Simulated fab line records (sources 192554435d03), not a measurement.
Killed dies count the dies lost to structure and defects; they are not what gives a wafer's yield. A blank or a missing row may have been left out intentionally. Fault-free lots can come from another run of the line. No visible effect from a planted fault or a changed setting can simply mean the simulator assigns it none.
fab line records -- flow n5Finfet
record: lots: 4, wafers: 12, lastDay: 17
route steps=1938 shown BEOL_M4@1099 BEOL_M5@1112 BEOL_M8@1374 PASSIVATION@1936
lots that met no fault: taken from a fault-free run of the same line
startH: the number of hours between the record's first day and the start of the first shown wafer of the lot -- waitH: how many hours have passed since the lot's step before this one -- " same as the row above -- L1.1+2: a row that stands for several wafers -- - either no value or no given start -- * or withheld: withheld -- < > ~ a bound
route shown NAME@n: NAME is a module with steps in the file, n the number in the route of the first one -- usual: the fault-free wafers' mean and standard deviation -- same: alike in all rows -- chamber/n: place in a boat -- sites: per-site readings -- _std_site: the standard deviation of these -- _edge_site: the outer-site mean with the inner-site mean subtracted -- radiusMm: for every site, how far away it sits from the centre of the wafer -- mask NAME#n: copy n -- behind: the tool/chamber that last shaped the wafer -- hold: cause of the lot's hold/its duration in hours/its outcome -- device: the transistor (n, p or np) that didn't switch -- end of line: at the end of the route, the tests of the same wafers -- a step given without rows: its recipe and nothing more -- killed: dies that structure and defects cost at the first sort, which is not the same as the wafer's yield -- map: shows each die of a wafer: x if killed, . if not, _ if none is there
set.NAME: the setting the step ran with; set.NAME@STEP: the setting that earlier step ran with -- model.NAME: the simulator's own value behind a step, which no gauge read
certain route steps with their lots: each step a table, each wafer a row
services: when a tool's chamber went out of use (startH, in hours from the record's first day, below 0 if earlier), for how many hours, and the reason
== steps ==
step: N5_BEOL_M4_ANNEAL_95
recipe: tempC: 400, timeS: 240, ambient: vacuum
step: N5_BEOL_M4_SPUTTER_96
recipe: material: Cu, targetThkA: 45, tempC: -20, chamberPressurePa: 0.07, powerW: withheld, timeS: 8.29
step: N5_BEOL_M4_ECD_50
recipe: material: Cu, targetThkA: 3000
step: N5_BEOL_M4_ANNEAL_51
recipe: tempC: 225, timeS: 90, ambient: N2
step: N5_BEOL_M4_CMP_52
recipe: stopOn: SiOC, tOverpolishS: 6.8, downForcePsi: 1, platenRpm: 50, clearingPlatenDownForcePsi: 1.5, clearingPlatenRpm: 50, postCmpClean: cuAlkaline, targetThkNm: 40, clearingPlatenPadVelocityMS: 0.99484, padVelocityMS: 0.99484
step: N5_BEOL_M4_PRE_CLEAN_60
recipe: gas: NH3/H2, timeS: 15, tempC: *, rfPowerW: 300
step: N5_BEOL_M4_CO_CAP_55
recipe: material: Co, targetThkA: 20, tempC: 200, precursor: CCTBA/H2, pressureTorr: 30, timeS: 102.1
step: N5_BEOL_M4_PRE_CLEAN_56
recipe: gas: NH3, timeS: 15, tempC: withheld, rfPowerW: 300
step: N5_BEOL_M4_DEP_57
recipe: material: SiCN, targetThkA: 80, tempC: withheld, precursor: 3MS/NH3, pressureTorr: 3, rfW: 202, timeS: 14
step: N5_BEOL_M4_RC_MEAS_101
usual: DIBL_N: 36.2/1.7, DIBL_P: 36.2/2.2, IOFF_N: 0.16/0.035, IOFF_P: 0.21/0.042, ION_N: 673/13, ION_P: 462/7.9, SS_N: 71.4/0.59, SS_P: 73.2/0.7, VT_N: 250/3.6, VT_P: -251/3.5
lot.wafer,tool,chamber,startH,waitH,DIBL_N[mV/V],DIBL_P[mV/V],IOFF_N[nA/um],IOFF_P[nA/um],ION_N[uA/um],ION_P[uA/um],SS_N[mV/dec],SS_P[mV/dec],VT_N[mV],VT_P[mV]
L376.2,prober-01,0,188.80,0.2,39.6,38.3,0.23,0.27,694,476,72.3,74.5,244,-246
L376.4,prober-01,0,188.80,0.2,35.0,34.4,0.12,0.20,647,460,71.2,72.3,253,-250
L376.6,prober-01,0,188.80,0.2,39.2,39.1,0.21,0.30,688,468,72.3,74.3,246,-245
L385.3,prober-01,0,245.22,0.3,35.2,36.0,0.14,0.21,666,472,71.5,72.7,253,-250
L385.4,prober-01,0,245.22,0.3,35.0,37.0,0.14,0.23,663,470,71.2,73.3,250,-245
L385.6,prober-01,0,245.22,0.3,36.5,37.8,0.15,0.24,677,471,71.5,73.4,250,-246
L384.1,prober-02,0,247.81,0.0,35.6,34.2,0.13,0.17,675,455,71.1,72.4,252,-256
L384.3,prober-02,0,247.81,0.0,33.0,31.8,0.10,0.14,662,457,69.9,72.5,256,-256
L384.5,prober-02,0,247.81,0.0,34.5,32.8,0.12,0.15,661,453,70.9,72.1,255,-257
L393.4,prober-02,0,304.08,0.5,35.5,34.0,0.13,0.18,673,461,70.5,72.0,252,-250
L393.5,prober-02,0,304.08,0.5,36.7,36.2,0.15,0.22,663,464,70.8,73.2,249,-248
L393.6,prober-02,0,304.08,0.5,33.2,31.4,0.10,0.15,646,458,70.2,71.6,259,-254
step: N5_BEOL_M5_ILD_DEP_00
recipe: material: SiCOH_lowk, targetThkA: 1406.4, tempC: 300, precursor: DEMS/porogen, pressureTorr: 5, rfW: 500, timeS: 25.9
step: N5_BEOL_M5_CURE_79
recipe: tempC: 385, timeS: 240, ambient: He/Ar, material: SiCOH_lowk
step: N5_BEOL_M5_PECVD_70
recipe: material: SiO2, targetThkA: 160, tempC: 400, precursor: TEOS/O2, pressureTorr: 5.5, rfW: 450, teosFlowSccm: 53.8, gas: O2, flowSccm: 3000, timeS: 18
step: N5_BEOL_M5_HM_DEP_02
recipe: material: TiN, targetThkA: 200, tempC: 25, chamberPressurePa: 0.49996
step: N5_BEOL_M5_COAT_59
recipe: resist: SOC, tempC: 250, timeS: 60, spinRpm: 1500, resistThkNm: 60
step: N5_BEOL_M5_COAT_60
recipe: resist: SiARC, tempC: 220, timeS: 60, spinRpm: 1500, resistThkNm: 12
step: N5_BEOL_M5_COAT_71
recipe: resist: underlayer, tempC: 205, timeS: 60, spinRpm: 1500, resistThkNm: 5
step: N5_BEOL_M5_COAT_05
recipe: resist: CAR-EUV, spinRpm: 1500, resistThkNm: 30
step: N5_BEOL_M5_EBR_07
recipe: solvent: PGMEA, ebrWidthMm: 1.5
step: N5_BEOL_M5_SOFTBAKE_06
recipe: tempC: 110, timeS: 60, resist: CAR-EUV
step: N5_BEOL_M5_EXPOSE_08
recipe: maskId: M5, na: 0.33, sourceShape: annular, sigmaInner: 0.4, sigmaOuter: 0.8, polarization: unpolarized, targetCdNm: 28, doseMj: 35.75
step: N5_BEOL_M5_PEB_09
recipe: pebTempC: 100, pebTimeS: 60, resist: CAR-EUV
step: N5_BEOL_M5_DEVELOP_10
recipe: developTimeS: 30, developer: TMAH, resist: CAR-EUV, rinseLiquid: surfactantRinse, dry: airSpin, devTempC: 23
step: N5_BEOL_M5_DESCUM_16
recipe: chemistry: O2, timeS: 7, sourcePowerW: 50, biasPowerW: 20, pressureMtorr: 20, rfFrequencyHz: 2.712e+07, tempC: 40, resist: CAR-EUV, o2FlowSccm: 225
step: N5_BEOL_M5_ETCH_72
recipe: chemistry: N2/H2, target: underlayer, targetDepthA: 65, maskMaterial: CAR-EUV, timeS: 5.2, ionEnergyEv: 200, pressureMtorr: 30, sourceW: 840, biasW: 150, n2FlowSccm: 200, h2FlowSccm: 200, ends: cleared
step: N5_BEOL_M5_ETCH_61
recipe: chemistry: CF4, target: SiARC, targetDepthA: 156, maskMaterial: CAR-EUV, timeS: 26, ionEnergyEv: 80, pressureMtorr: 40, sourceW: 545, biasW: 36, Ar_flow_sccm: 100, cf4FlowSccm: 100, ends: cleared
step: N5_BEOL_M5_ETCH_62
recipe: chemistry: N2/H2, target: SOC, targetDepthA: 750, overetchA: 150, maskMaterial: SiARC, tempC: 40, timeS: 112.5, ionEnergyEv: 200, pressureMtorr: 30, sourceW: 840, biasW: 150, n2FlowSccm: 200, h2FlowSccm: 200
step: N5_BEOL_M5_STRIP_63
recipe: chemistry: N2/H2, tempC: 40, n2FlowSccm: 200, h2FlowSccm: 200, rfFrequencyHz: 6e+07
step: N5_BEOL_M5_STRIP_73
recipe: chemistry: N2/H2, tempC: 40, n2FlowSccm: 200, h2FlowSccm: 200, rfFrequencyHz: 6e+07
step: N5_BEOL_M5_STRIP_64
recipe: chemistry: CF4, resist: SiARC, powerW: 300, biasPowerW: 75, pressureMtorr: 50, cf4FlowSccm: 150, rfFrequencyHz: 6e+07
step: N5_BEOL_M5_HM_OPEN_17
recipe: chemistry: Cl2/BCl3, targetDepthA: 200, overetchA: 60, target: TiN, maskMaterial: SOC, ionEnergyEv: 150, pressureMtorr: 10, icpW: 1000, biasW: 126, Cl2_flow_sccm: 53.25, bcl3FlowSccm: 21.75, Ar_flow_sccm: 25
step: N5_BEOL_M5_STRIP_19
recipe: chemistry: O2, powerW: 400, tempC: 40, pressureMtorr: 30, rfFrequencyHz: 6e+07, biasPowerW: 0, overashFraction: 0.2, o2FlowSccm: 225
step: N5_BEOL_M5_COAT_65
recipe: resist: SOC, tempC: 250, timeS: 60, spinRpm: 1500, resistThkNm: 60
step: N5_BEOL_M5_COAT_66
recipe: resist: SiARC, tempC: 220, timeS: 60, spinRpm: 1500, resistThkNm: 12
step: N5_BEOL_M8_VIA_ETCH_34
recipe: chemistry: C4F6/O2, target: SiCOH_lowk, targetDepthA: 1255, maskMaterial: SOC, taperDeg: 4, timeS: 50.5, ionEnergyEv: 250, pressureMtorr: 30, sourceW: 345, biasW: 185, Ar_flow_sccm: 300, C4F6_flow_sccm: 10, O2_flow_sccm: 10
usual: drypumpMotorCurrentA: 5.6/0.43, oes_o_777_au: 0.77/0.067, oesProductAu: 0.76/0.063, rfVppV: 661/12, showerheadPlenumPTorr: 2.87/0.083, throttleValvePct: 20.79/0.19
lot.wafer,tool,chamber,startH,waitH,drypumpMotorCurrentA,oes_o_777_au,oesProductAu,rfHoursCounterH,rfVppV,showerheadPlenumPTorr,throttleValvePct,model.etch.depthNm,model.SOC_of_BEOL_M8_COAT_63.thkNm
L376.2,rieDiel-01,1,221.45,0.0,5.1,0.73,0.69,255,662,2.93,20.95,125.9,53.8
L376.4,rieDiel-01,1,221.45,0.0,5.1,0.72,0.68,-,663,2.93,20.94,125.3,54
L376.6,rieDiel-01,2,221.45,0.0,4.8,0.71,0.71,-,681,2.72,21.02,125.2,54
L385.3,rieDiel-01,0,280.54,0.0,5.8,0.73,0.57,205,647,2.82,20.77,82.83,56
L385.4,rieDiel-01,3,280.54,0.0,6.2,0.81,0.63,-,647,3.02,20.81,84.35,55.8
L385.6,rieDiel-01,0,280.54,0.0,5.8,0.73,0.56,-,647,2.82,20.79,83.47,55.8
L384.1,rieDiel-01,2,287.43,0.0,4.8,0.69,0.55,225,679,2.71,21.02,83.66,56.2
L384.3,rieDiel-01,0,287.43,0.0,5.8,0.72,0.57,206,648,2.82,20.79,82.77,56.2
L384.5,rieDiel-01,0,287.43,0.0,5.8,0.73,0.56,-,649,2.82,20.77,82.47,56.4
L393.4,rieDiel-03,0,337.48,0.0,5.3,0.75,0.75,158,656,2.96,20.72,124.3,54.2
L393.5,rieDiel-03,0,337.48,0.0,5.3,0.74,0.76,-,656,2.96,20.70,124.8,54
L393.6,rieDiel-03,1,337.48,0.0,5.4,0.72,0.71,-,672,2.81,20.63,122.6,54
step: N5_PASSIVATION_PROBE_49
usual: defectLimitedYield: 91.4/1.4, killed_at_M0_to_M3: 31/10, killed_at_M4_up: 14/5.6, killedAtContacts: 13/6.3, killedAtFrontEnd: 39/10, killedAtOther: 4/3.1, killedDies: 101/16, killedOnRim: 13/3.9, killedOpen: 65/13, killedShort: 34/7.2, sort_bin_5_function: 5.1/0.88, sort_bin_6_memory: 3.2/0.66, sortNPass: 1079/16, sortYieldPct: 91.4/1.4
same: grossDies: 1180, killedAtBackSide: 0, sort_bin_4_leakage[%]: 0, sort_bin_8_speed[%]: 0
lot.wafer,tool,chamber,startH,waitH,defectLimitedYield[%],killed_at_M0_to_M3,killed_at_M4_up,killedAtContacts,killedAtFrontEnd,killedAtOther,killedDies,killedOnRim,killedOpen,killedShort,sort_bin_5_function[%],sort_bin_6_memory[%],sortNPass,sortYieldPct[%]
L385.3,prober-02,-,351.11,0.1,0,20,1101,15,43,1,1180,152,60,32,96.9,2.7,0,0
L385.4,prober-02,-,351.16,0.2,0,26,1097,9,46,2,1180,152,62,33,96.5,3.1,0,0
L385.6,prober-02,-,351.26,0.3,0,29,1104,13,26,8,1180,152,71,24,96.9,3.1,0,0
L384.1,prober-02,-,356.01,0.0,0,48,1075,11,46,0,1180,152,81,41,95.1,4.6,0,0
L384.3,prober-02,-,356.11,0.1,0.1,24,1098,8,45,4,1179,152,59,38,96.5,3.2,1,0.1
L384.5,prober-02,-,356.21,0.2,0,27,1083,11,53,6,1180,152,75,34,95.7,4.3,0,0
killed by level:class
L385.3 BEOL_M8:areaEtch=1087 MOL_CONTACT_COAG:geometricParticle:open=12 FIN_SAQP:geometricParticle:short=11 BEOL_M1:geometricParticle:open=7 STI_FIN_REVEAL:geometricParticle:open=6 BEOL_M4:geometricParticle:open=6 STARTING-WAFER:geometricParticle:open=6 STARTING-WAFER:geometricParticle:short=5
L385.4 BEOL_M8:areaEtch=1080 FIN_SAQP:geometricParticle:short=15 FIN_SAQP:geometricParticle:open=9 MOL_CONTACT_COAG:geometricParticle:open=7 GATE_CUT:geometricParticle:open=6 GATE_CUT:geometricParticle:short=6 BEOL_M3:geometricParticle:open=6 BEOL_M1:geometricParticle:open=4
L385.6 BEOL_M8:areaEtch=1084 MOL_CONTACT_COAG:geometricParticle:open=12 STI_FIN_REVEAL:geometricParticle:open=11 BEOL_M0_SAQP:geometricParticle:short=10 BEOL_M2:geometricParticle:open=9 BEOL_M0_SAQP:geometricParticle:open=7 BEOL_M4:geometricParticle:open=7 BEOL_M5:geometricParticle:open=6
L384.1 BEOL_M8:areaEtch=1053 BEOL_M0_SAQP:geometricParticle:open=17 BEOL_M0_SAQP:geometricParticle:short=11 BEOL_M4:geometricParticle:open=10 FIN_SAQP:geometricParticle:open=9 MOL_CONTACT_COAG:geometricParticle:open=8 BEOL_M2:geometricParticle:open=8 DUMMY_GATE:geometricParticle:open=7
L384.3 BEOL_M8:areaEtch=1077 STI_FIN_REVEAL:geometricParticle:open=8 BEOL_M0_SAQP:geometricParticle:short=7 DUMMY_GATE:geometricParticle:open=7 FIN_SAQP:geometricParticle:short=6 MOL_CONTACT_COAG:geometricParticle:open=6 BEOL_M0_SAQP:geometricParticle:open=6 BEOL_M4:geometricParticle:open=6
L384.5 BEOL_M8:areaEtch=1068 DUMMY_GATE:geometricParticle:open=12 FIN_SAQP:geometricParticle:open=11 MOL_CONTACT_COAG:geometricParticle:open=11 FIN_SAQP:geometricParticle:short=9 BEOL_M2:geometricParticle:open=8 BEOL_M4:geometricParticle:open=7 BEOL_M3:geometricParticle:open=6
map L384.1 (x killed, . not)
_________________xxxxxxxxxxxx________________
______________xxxxxxxxxxxxxxxxxx_____________
___________xxxxxxxxxxxxxxxxxxxxxxxx__________
__________xxxxxxxxxxxxxxxxxxxxxxxxxx_________
________xxxxxxxxxxxxxxxxxxxxxxxxxxxxxx_______
_______xxxxxxxxxxxxxxxxxxxxxxxxxxxxxxxx______
______xxxxxxxxxxxxxxxxxxxxxxxxxxxxxxxxxx_____
_____xxxxxxxxxxxxxxxxxxxxxxxxxxxxxxxxxxxx____
____xxxxxxxxxxxxxxxxxxxxxxxxxxxxxxxxxxxxxx___
___xxxxxxxxxxxxxxxxxxxxxxxxxxxxxxxxxxxxxxxx__
___xxxxxxxxxxxxxxxxxxxxxxxxxxxxxxxxxxxxxxxx__
__xxxxxxxxxxxxxxxxxxxxxxxxxxxxxxxxxxxxxxxxxx_
__xxxxxxxxxxxxxxxxxxxxxxxxxxxxxxxxxxxxxxxxxx_
_xxxxxxxxxxxxxxxxxxxxxxxxxxxxxxxxxxxxxxxxxxxx
_xxxxxxxxxxxxxxxxxxxxxxxxxxxxxxxxxxxxxxxxxxxx
_xxxxxxxxxxxxxxxxxxxxxxxxxxxxxxxxxxxxxxxxxxxx
_xxxxxxxxxxxxxxxxxxxxxxxxxxxxxxxxxxxxxxxxxxxx
_xxxxxxxxxxxxxxxxxxxxxxxxxxxxxxxxxxxxxxxxxxxx
_xxxxxxxxxxxxxxxxxxxxxxxxxxxxxxxxxxxxxxxxxxxx
_xxxxxxxxxxxxxxxxxxxxxxxxxxxxxxxxxxxxxxxxxxxx
_xxxxxxxxxxxxxxxxxxxxxxxxxxxxxxxxxxxxxxxxxxxx
__xxxxxxxxxxxxxxxxxxxxxxxxxxxxxxxxxxxxxxxxxx_
__xxxxxxxxxxxxxxxxxxxxxxxxxxxxxxxxxxxxxxxxxx_
___xxxxxxxxxxxxxxxxxxxxxxxxxxxxxxxxxxxxxxxx__
___xxxxxxxxxxxxxxxxxxxxxxxxxxxxxxxxxxxxxxxx__
____xxxxxxxxxxxxxxxxxxxxxxxxxxxxxxxxxxxxxx___
_____xxxxxxxxxxxxxxxxxxxxxxxxxxxxxxxxxxxx____
______xxxxxxxxxxxxxxxxxxxxxxxxxxxxxxxxxx_____
_______xxxxxxxxxxxxxxxxxxxxxxxxxxxxxxxx______
________xxxxxxxxxxxxxxxxxxxxxxxxxxxxxx_______
__________xxxxxxxxxxxxxxxxxxxxxxxxxx_________
___________xxxxxxxxxxxxxxxxxxxxxxxx__________
______________xxxxxxxxxxxxxxxxxx_____________
_________________xxxxxxxxxxxx________________
map L385.3 (x killed, . not)
_________________xxxxxxxxxxxx________________
______________xxxxxxxxxxxxxxxxxx_____________
___________xxxxxxxxxxxxxxxxxxxxxxxx__________
__________xxxxxxxxxxxxxxxxxxxxxxxxxx_________
________xxxxxxxxxxxxxxxxxxxxxxxxxxxxxx_______
_______xxxxxxxxxxxxxxxxxxxxxxxxxxxxxxxx______
______xxxxxxxxxxxxxxxxxxxxxxxxxxxxxxxxxx_____
_____xxxxxxxxxxxxxxxxxxxxxxxxxxxxxxxxxxxx____
____xxxxxxxxxxxxxxxxxxxxxxxxxxxxxxxxxxxxxx___
___xxxxxxxxxxxxxxxxxxxxxxxxxxxxxxxxxxxxxxxx__
___xxxxxxxxxxxxxxxxxxxxxxxxxxxxxxxxxxxxxxxx__
__xxxxxxxxxxxxxxxxxxxxxxxxxxxxxxxxxxxxxxxxxx_
__xxxxxxxxxxxxxxxxxxxxxxxxxxxxxxxxxxxxxxxxxx_
_xxxxxxxxxxxxxxxxxxxxxxxxxxxxxxxxxxxxxxxxxxxx
_xxxxxxxxxxxxxxxxxxxxxxxxxxxxxxxxxxxxxxxxxxxx
_xxxxxxxxxxxxxxxxxxxxxxxxxxxxxxxxxxxxxxxxxxxx
_xxxxxxxxxxxxxxxxxxxxxxxxxxxxxxxxxxxxxxxxxxxx
_xxxxxxxxxxxxxxxxxxxxxxxxxxxxxxxxxxxxxxxxxxxx
_xxxxxxxxxxxxxxxxxxxxxxxxxxxxxxxxxxxxxxxxxxxx
_xxxxxxxxxxxxxxxxxxxxxxxxxxxxxxxxxxxxxxxxxxxx
_xxxxxxxxxxxxxxxxxxxxxxxxxxxxxxxxxxxxxxxxxxxx
__xxxxxxxxxxxxxxxxxxxxxxxxxxxxxxxxxxxxxxxxxx_
__xxxxxxxxxxxxxxxxxxxxxxxxxxxxxxxxxxxxxxxxxx_
___xxxxxxxxxxxxxxxxxxxxxxxxxxxxxxxxxxxxxxxx__
___xxxxxxxxxxxxxxxxxxxxxxxxxxxxxxxxxxxxxxxx__
____xxxxxxxxxxxxxxxxxxxxxxxxxxxxxxxxxxxxxx___
_____xxxxxxxxxxxxxxxxxxxxxxxxxxxxxxxxxxxx____
______xxxxxxxxxxxxxxxxxxxxxxxxxxxxxxxxxx_____
_______xxxxxxxxxxxxxxxxxxxxxxxxxxxxxxxx______
________xxxxxxxxxxxxxxxxxxxxxxxxxxxxxx_______
__________xxxxxxxxxxxxxxxxxxxxxxxxxx_________
___________xxxxxxxxxxxxxxxxxxxxxxxx__________
______________xxxxxxxxxxxxxxxxxx_____________
_________________xxxxxxxxxxxx________________
== services ==
tool,chamber,startH,hours,kind
rieDiel-03,-,211.67,1.7,repair
rieDiel-01,1,257.44,-,clean
rieDiel-01,1,257.44,-,consumableReplace:focusRing
rieDiel-01,1,257.44,24.3,scheduledDown
rieDiel-01,1,257.44,24.3,ventCycle
rieDiel-03,3,291.56,6.8,repair
rieDiel-03,-,293.56,1.1,repair
rieDiel-03,0,296.71,5.3,repair
rieDiel-01,-,306.91,75.6,repair
== key ==
firstSign: step: N5_BEOL_M8_VIA_ETCH_34, reading: oesProductAu, direction: down, sigmas: 3, usual: 0.76, struck: 0.57
effect: step: N5_PASSIVATION_PROBE_49, reading: killed_at_M4_up, direction: up, sigmas: 99+, usual: 14, struck: 1093
modelEffect: step: N5_BEOL_M8_VIA_ETCH_34, value: etch.depthNm, without: 124.9, struck: 83.26
moreKillsBornAt: N5_BEOL_M8_VIA_ETCH_34@rieDiel-01: 6449
metAt N5_BEOL_M8_VIA_ETCH_34
struckWafers L384.1,L384.3,L384.5,L385.3,L385.4,L385.6
laterRowsLeftOut L384.1,L384.3,L384.5,L385.3,L385.4,L385.6
onsetBetween 221.45 280.54
fault: kind: processParameterDrift, tool: rieDiel-01, chamber: -, onsetH: 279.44, steps: N5_BEOL_M8_VIA_ETCH_34, channel: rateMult, offset: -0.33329, shape: step, endH: 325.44
laterRowsLeftOut: the simulator's readings of these wafers behind a module that went badly wrong aren't trusted and aren't shown, but for the sort
